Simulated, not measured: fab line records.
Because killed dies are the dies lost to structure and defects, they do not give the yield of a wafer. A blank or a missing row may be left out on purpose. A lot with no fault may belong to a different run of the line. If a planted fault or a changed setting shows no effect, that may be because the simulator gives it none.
fab line records -- flow n5_finfet
record: lots: 5, wafers: 15, last_day: 17
route steps=1938 shown BEOL_M11@1563
lots with no fault: from the same line, run without faults
start_h: hours from the record's opening day to when the first of the lot's shown wafers began -- wait_h: time in hours since the lot's previous step -- " same as the row above -- L1.1+2: a single row standing in for several wafers -- - no value, or no start was given -- * or withheld: withheld -- < > ~ a bound
route shown NAME@n: names a module that has steps shown in the file, with the first one's number in the route -- usual: mean and standard deviation over wafers with no fault -- same: alike in all rows -- chamber/n: place in a boat -- sites: per-site readings -- _std_site: standard deviation of those values -- _edge_site: outer sites' mean less inner sites' -- radius_mm: how far each site lies from the wafer's centre -- mask NAME#n: copy n -- behind: tool/chamber where the wafer was last shaped -- hold: why the lot went on hold/how many hours it stayed there/how the hold came to an end -- device: which transistor (n, p or np) failed to switch -- end of line: at the end of the route, the tests of the same wafers -- a step with no rows: only its recipe -- killed: not the wafer's yield, but the dies lost to structure and defects at the first sort -- map: shows each die of a wafer: x if killed, . if not, _ if none is there
set.NAME: the setting as run; set.NAME@STEP: as run at that earlier step -- model.NAME: the simulator's own value behind a step, which no gauge read
lots at selected steps of the route; one table per step, one row per wafer
services: a tool's chamber out of use, with start hour (start_h, from the record's first day; less than 0 if before it), hours out, and reason
== steps ==
step: N5_BEOL_M11_EBR_24
recipe: solvent: PGMEA, ebr_width_mm: 1.5
step: N5_BEOL_M11_SOFTBAKE_23
recipe: temp_c: 110, time_s: 60, resist: CAR-ArF
step: N5_BEOL_M11_EXPOSE_25
recipe: mask_id: V10, na: 1.35, source_shape: annular, sigma_inner: 0.5, sigma_outer: 0.8, polarization: unpolarized, dose_mj: 85.5
step: N5_BEOL_M11_PEB_26
recipe: peb_temp_c: withheld, peb_time_s: 60, resist: CAR-ArF
step: N5_BEOL_M11_DEVELOP_27
recipe: develop_time_s: 30, developer: TMAH, resist: CAR-ArF, rinse_liquid: diw, dry: air_spin, dev_temp_c: 23
step: N5_BEOL_M11_CD_MEAS_28
recipe: target_cd_nm: 70, landing_energy_ev: 500, detector: se_inlens, polarity: opening
usual: cd_nm: 69.7/0.75
lot.wafer,tool,chamber,start_h,wait_h,cd_nm
L778.2,cd_sem-02,0,259.91,-,70.5
L778.3,cd_sem-02,0,259.91,-,68.8
L778.5,cd_sem-02,0,259.91,-,68.9
L777.1,cd_sem-01,0,260.07,-,69.9
L777.4,cd_sem-01,0,260.07,-,69.9
L777.6,cd_sem-01,0,260.07,-,69.2
L792.4,cd_sem-02,0,347.97,-,70.2
L792.5,cd_sem-02,0,347.97,-,70.8
L792.6,cd_sem-02,0,347.97,-,69.7
L793.1,cd_sem-01,0,363.10,-,70.0
L793.3,cd_sem-01,0,363.10,-,69.4
L793.5,cd_sem-01,0,363.10,-,69.7
L794.1,cd_sem-03,0,363.57,-,69.2
L794.2,cd_sem-03,0,363.57,-,69.1
L794.6,cd_sem-03,0,363.57,-,69.2
step: N5_BEOL_M11_OVL_MEAS_29
recipe: points_per_wafer: 44
usual: V10_OVL: 0.2/0.69
lot.wafer,tool,chamber,start_h,wait_h,V10_OVL[nm]
L778.2,overlay-02,0,259.93,0.0,0.4
L778.3,overlay-02,0,259.93,0.0,0.6
L778.5,overlay-02,0,259.93,0.0,0.7
L777.1,overlay-01,0,260.10,0.0,0.0
L777.4,overlay-01,0,260.10,0.0,0.2
L777.6,overlay-01,0,260.10,0.0,-0.3
L792.4,overlay-01,0,348.00,0.0,-0.1
L792.5,overlay-01,0,348.00,0.0,-0.2
L792.6,overlay-01,0,348.00,0.0,0.2
L793.1,overlay-01,0,363.13,0.0,0.7
L793.3,overlay-01,0,363.13,0.0,1.3
L793.5,overlay-01,0,363.13,0.0,1.2
L794.1,overlay-02,0,363.60,0.0,0.1
L794.2,overlay-02,0,363.60,0.0,-0.9
L794.6,overlay-02,0,363.60,0.0,-0.7
step: N5_BEOL_M11_INSPECT_30
recipe: mode: adi, inspect_instrument: brightfield
usual: raw_defect_count: 399/91
lot.wafer,tool,chamber,start_h,wait_h,raw_defect_count
L778.2,defect_inspect-02,-,259.96,0.0,358
L778.3,defect_inspect-02,-,259.96,0.0,388
L778.5,defect_inspect-02,-,259.96,0.0,316
L777.1,defect_inspect-02,-,260.13,0.0,341
L777.4,defect_inspect-02,-,260.13,0.0,271
L777.6,defect_inspect-02,-,260.13,0.0,316
L792.4,defect_inspect-02,-,348.02,0.0,271
L792.5,defect_inspect-02,-,348.02,0.0,240
L792.6,defect_inspect-02,-,348.02,0.0,238
L793.1,defect_inspect-02,-,363.15,0.0,233
L793.3,defect_inspect-02,-,363.15,0.0,292
L793.5,defect_inspect-02,-,363.15,0.0,302
L794.1,defect_inspect-01,-,363.63,0.0,383
L794.2,defect_inspect-01,-,363.63,0.0,366
L794.6,defect_inspect-01,-,363.63,0.0,382
step: N5_BEOL_M11_DESCUM_33
recipe: chemistry: O2, time_s: 7.9, source_power_w: 50, bias_power_w: 20, pressure_mtorr: 20, rf_frequency_hz: 2.712e+07, temp_c: 40, resist: CAR-ArF, o2_flow_sccm: 225
usual: drypump_motor_current_A: 5.8/0.52, oes_product_au: 0.78/0.074, rf_vpp_V: 243.9/1.3, showerhead_plenum_p_Torr: 2.14/0.066, throttle_valve_pct: 20.36/0.29
lot.wafer,tool,chamber,start_h,wait_h,drypump_motor_current_A,oes_product_au,rf_hours_counter_h,rf_vpp_V,showerhead_plenum_p_Torr,throttle_valve_pct
L778.2,rie_diel-03,1,259.99,0.0,5.9,0.72,214,245.0,2.16,20.60
L778.3,rie_diel-03,2,259.99,0.0,6.0,0.71,220,243.0,2.16,20.52
L778.5,rie_diel-03,2,259.99,0.0,6.0,0.70,-,244.2,2.16,20.52
L777.1,rie_diel-01,1,260.90,0.8,5.0,0.84,58,244.5,2.21,20.30
L777.4,rie_diel-01,0,260.90,0.8,6.7,0.74,-,245.1,2.16,20.34
L777.6,rie_diel-01,1,260.90,0.8,5.0,0.84,-,246.3,2.21,20.30
L792.4,rie_diel-03,0,348.06,0.0,5.3,0.69,227,244.7,2.16,20.24
L792.5,rie_diel-03,0,348.06,0.0,5.2,0.69,-,244.5,2.16,20.24
L792.6,rie_diel-03,3,348.06,0.0,5.7,0.85,-,244.1,2.13,20.38
L793.1,rie_diel-01,3,364.08,0.9,5.7,0.78,120,243.3,2.01,20.28
L793.3,rie_diel-01,2,364.08,0.9,5.4,0.90,28,243.0,2.14,20.33
L793.5,rie_diel-01,1,364.08,0.9,5.0,0.80,-,243.1,2.20,20.34
L794.1,rie_diel-01,0,364.55,0.9,6.7,0.71,227,244.0,2.15,20.39
L794.2,rie_diel-01,2,364.55,0.9,5.4,0.90,28,244.2,2.14,20.31
L794.6,rie_diel-01,0,364.55,0.9,6.7,0.71,-,244.8,2.15,20.38
step: N5_BEOL_M11_ETCH_65
recipe: chemistry: CF4, target: SiARC, target_depth_a: 390, mask_material: CAR-ArF, time_s: 65, ion_energy_ev: 80, pressure_mtorr: 40, source_w: 545, bias_w: 36, Ar_flow_sccm: 100, cf4_flow_sccm: 100, ends: cleared
usual: drypump_motor_current_A: 5.8/0.52, etch_rf_on_time_s: 64.7/1.1, oes_product_au: 0.66/0.066, rf_fwd_power_W: 537.8/3, rf_vpp_V: 184.5/1.1, showerhead_plenum_p_Torr: 2.18/0.062, throttle_valve_pct: 15.55/0.29
lot.wafer,tool,chamber,start_h,wait_h,drypump_motor_current_A,etch_rf_on_time_s,oes_product_au,rf_fwd_power_W,rf_hours_counter_h,rf_vpp_V,showerhead_plenum_p_Torr,throttle_valve_pct
L778.2,rie_diel-03,1,260.03,0.0,5.9,66.2,0.61,536.9,214,184.1,2.21,15.77
L778.3,rie_diel-03,2,260.03,0.0,6.0,66.1,0.61,540.6,220,183.2,2.20,15.74
L778.5,rie_diel-03,2,260.03,0.0,6.0,66.3,0.59,542.6,-,184.8,2.20,15.73
L777.1,rie_diel-01,1,260.94,0.0,5.0,63.4,0.72,540.0,58,185.1,2.26,15.50
L777.4,rie_diel-01,0,260.94,0.0,6.6,65.5,0.62,542.4,-,184.7,2.21,15.63
L777.6,rie_diel-01,1,260.94,0.0,5.0,63.0,0.72,537.1,-,185.4,2.26,15.49
L792.4,rie_diel-03,0,348.09,0.0,5.3,66.2,0.59,539.3,227,185.0,2.20,15.42
L792.5,rie_diel-03,0,348.09,0.0,5.3,66.8,0.59,537.6,-,185.3,2.20,15.44
L792.6,rie_diel-03,3,348.09,0.0,5.7,65.7,0.71,536.0,-,185.5,2.17,15.48
L793.1,rie_diel-01,3,364.12,0.0,5.7,65.1,0.67,539.5,120,184.6,2.07,15.49
L793.3,rie_diel-01,2,364.12,0.0,5.4,63.0,0.77,543.0,28,185.3,2.18,15.43
L793.5,rie_diel-01,1,364.12,0.0,5.0,64.1,0.68,538.0,-,183.8,2.25,15.57
L794.1,rie_diel-01,0,364.58,0.0,6.7,65.3,0.60,542.0,227,184.1,2.20,15.69
L794.2,rie_diel-01,2,364.58,0.0,5.4,63.2,0.77,542.3,28,184.4,2.18,15.42
L794.6,rie_diel-01,0,364.58,0.0,6.7,65.1,0.61,542.4,-,185.6,2.20,15.69
step: N5_BEOL_M11_ETCH_66
recipe: chemistry: N2/H2, target: SOC, target_depth_a: 1200, overetch_a: 240, mask_material: SiARC, temp_c: 40, time_s: 180, ion_energy_ev: 200, pressure_mtorr: 30, source_w: 840, bias_w: 150, n2_flow_sccm: 200, h2_flow_sccm: 200
usual: drypump_motor_current_A: 5.8/0.53, oes_product_au: 0.63/0.057, rf_fwd_power_W: 836.6/2.8, rf_vpp_V: 525.3/2.3, showerhead_plenum_p_Torr: 2.59/0.079, throttle_valve_pct: 17.73/0.3
lot.wafer,tool,chamber,start_h,wait_h,drypump_motor_current_A,oes_product_au,rf_fwd_power_W,rf_hours_counter_h,rf_vpp_V,showerhead_plenum_p_Torr,throttle_valve_pct
L778.2,rie_diel-03,1,260.08,0.0,5.9,0.59,836.6,214,527.0,2.62,17.96
L778.3,rie_diel-03,2,260.08,0.0,6.0,0.58,840.3,220,525.4,2.62,17.95
L778.5,rie_diel-03,2,260.08,0.0,6.0,0.58,840.3,-,526.7,2.62,17.95
L777.1,rie_diel-01,1,260.99,0.0,5.0,0.67,838.8,58,528.8,2.70,17.66
L777.4,rie_diel-01,0,260.99,0.0,6.7,0.59,838.4,-,526.1,2.63,17.73
L777.6,rie_diel-01,1,260.99,0.0,5.0,0.66,838.4,-,528.0,2.70,17.67
L792.4,rie_diel-03,0,348.14,0.0,5.3,0.56,835.3,227,525.0,2.61,17.65
L792.5,rie_diel-03,0,348.14,0.0,5.3,0.56,836.9,-,524.6,2.61,17.62
L792.6,rie_diel-03,3,348.14,0.0,5.7,0.69,834.9,-,524.0,2.59,17.76
L793.1,rie_diel-01,3,364.17,0.0,5.8,0.63,837.5,120,522.0,2.45,17.68
L793.3,rie_diel-01,2,364.17,0.0,5.4,0.72,833.9,28,526.6,2.60,17.67
L793.5,rie_diel-01,1,364.17,0.0,5.0,0.65,836.7,-,529.0,2.68,17.73
L794.1,rie_diel-01,0,364.63,0.0,6.6,0.57,839.3,227,525.6,2.61,17.80
L794.2,rie_diel-01,2,364.63,0.0,5.4,0.72,837.9,28,526.5,2.60,17.67
L794.6,rie_diel-01,0,364.63,0.0,6.7,0.58,837.7,-,525.1,2.61,17.80
step: N5_BEOL_M11_STRIP_69
recipe: chemistry: N2/H2, temp_c: 40, n2_flow_sccm: 200, h2_flow_sccm: 200, rf_frequency_hz: 6e+07
step: N5_BEOL_M11_VIA_ETCH_34
recipe: chemistry: C4F6/O2, target: SiCOH_lowk, target_depth_a: 1845, mask_material: SOC, taper_deg: 4, time_s: 69.2, ion_energy_ev: 250, pressure_mtorr: 30, source_w: 345, bias_w: 185, Ar_flow_sccm: 300, C4F6_flow_sccm: 10, O2_flow_sccm: 10
usual: drypump_motor_current_A: 5.8/0.52, oes_product_au: 0.78/0.076, rf_fwd_power_W: 341.7/1.4, rf_vpp_V: 666/6, showerhead_plenum_p_Torr: 2.90/0.081, throttle_valve_pct: 20.8/0.3
lot.wafer,tool,chamber,start_h,wait_h,drypump_motor_current_A,oes_product_au,rf_fwd_power_W,rf_hours_counter_h,rf_vpp_V,showerhead_plenum_p_Torr,throttle_valve_pct,model.etch.depth_nm,model.SOC_of_BEOL_M11_COAT_63.thk_nm
L778.2,rie_diel-03,1,260.20,0.0,5.9,0.76,424.7,215,602,2.93,21.1,197.8,91.8
L778.3,rie_diel-03,2,260.20,0.0,6.0,0.70,343.7,220,673,2.92,20.9,182.5,92.8
L778.5,rie_diel-03,2,260.20,0.0,6.0,0.71,342.6,-,672,2.92,20.9,183.6,92.2
L777.1,rie_diel-01,1,261.11,0.0,5.0,0.85,341.6,58,658,2.99,20.7,190.1,91.6
L777.4,rie_diel-01,0,261.11,0.0,6.7,0.74,342.2,-,668,2.94,20.8,186,91.4
L777.6,rie_diel-01,1,261.11,0.0,5.0,0.84,343.1,-,659,3.00,20.7,188.6,91.6
L792.4,rie_diel-03,0,348.27,0.0,5.3,0.69,343.4,227,670,2.92,20.6,180.2,91.8
L792.5,rie_diel-03,0,348.27,0.0,5.3,0.69,343.7,-,671,2.92,20.6,181.7,91.8
L792.6,rie_diel-03,3,348.27,0.0,5.7,0.84,341.1,-,666,2.88,20.8,182.2,92.4
L793.1,rie_diel-01,3,364.29,0.0,5.7,0.78,341.9,120,666,2.74,20.7,185.3,92.2
L793.3,rie_diel-01,2,364.29,0.0,5.4,0.91,343.4,28,673,2.90,20.8,189.8,92.2
L793.5,rie_diel-01,1,364.29,0.0,5.0,0.80,339.3,-,657,2.98,20.8,185.6,92.4
L794.1,rie_diel-01,0,364.76,0.0,6.7,0.71,342.0,228,668,2.93,20.9,184.1,91.8
L794.2,rie_diel-01,2,364.76,0.0,5.4,0.91,342.5,28,670,2.90,20.8,190.6,91.8
L794.6,rie_diel-01,0,364.76,0.0,6.6,0.71,341.9,-,667,2.93,20.9,184.3,92.2
step: N5_BEOL_M11_STRIP_73
recipe: chemistry: C4F6/O2, resist: SiARC, rf_frequency_hz: 6e+07
== services ==
tool,chamber,start_h,hours,kind
rie_diel-01,2,252.57,-,clean
rie_diel-01,2,252.57,-,consumable_replace:focus_ring
rie_diel-01,2,252.57,22.7,scheduled_down
rie_diel-01,2,252.57,22.7,vent_cycle
rie_diel-03,1,262.53,4.8,repair
rie_diel-01,3,277.69,5.4,repair
rie_diel-03,-,328.19,2.8,pm
rie_diel-03,2,352.94,-,clean
rie_diel-03,2,352.94,-,consumable_replace:esc
rie_diel-03,2,352.94,-,consumable_replace:focus_ring
rie_diel-03,2,352.94,19.2,scheduled_down
rie_diel-03,2,352.94,19.2,vent_cycle
== key ==
first_sign: step: N5_BEOL_M11_VIA_ETCH_34, reading: rf_fwd_power_W, direction: up, sigmas: 61, usual: *, struck: *
effect: step: N5_BEOL_M11_VIA_ETCH_34, reading: rf_vpp_V, direction: down, sigmas: 11, usual: 666, struck: 602
model_effect: step: N5_BEOL_M11_VIA_ETCH_34, value: etch.depth_nm, without: 181.9, struck: 197.8
met_at N5_BEOL_M11_VIA_ETCH_34
struck_wafers L778.2
fault: kind: process_parameter_drift, tool: rie_diel-03, chamber: 1, onset_h: 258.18, steps: N5_BEOL_M11_VIA_ETCH_34, channel: source_w, offset: 82.8, shape: step, end_h: 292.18, acts_in: these_recipes_only, stated: 345
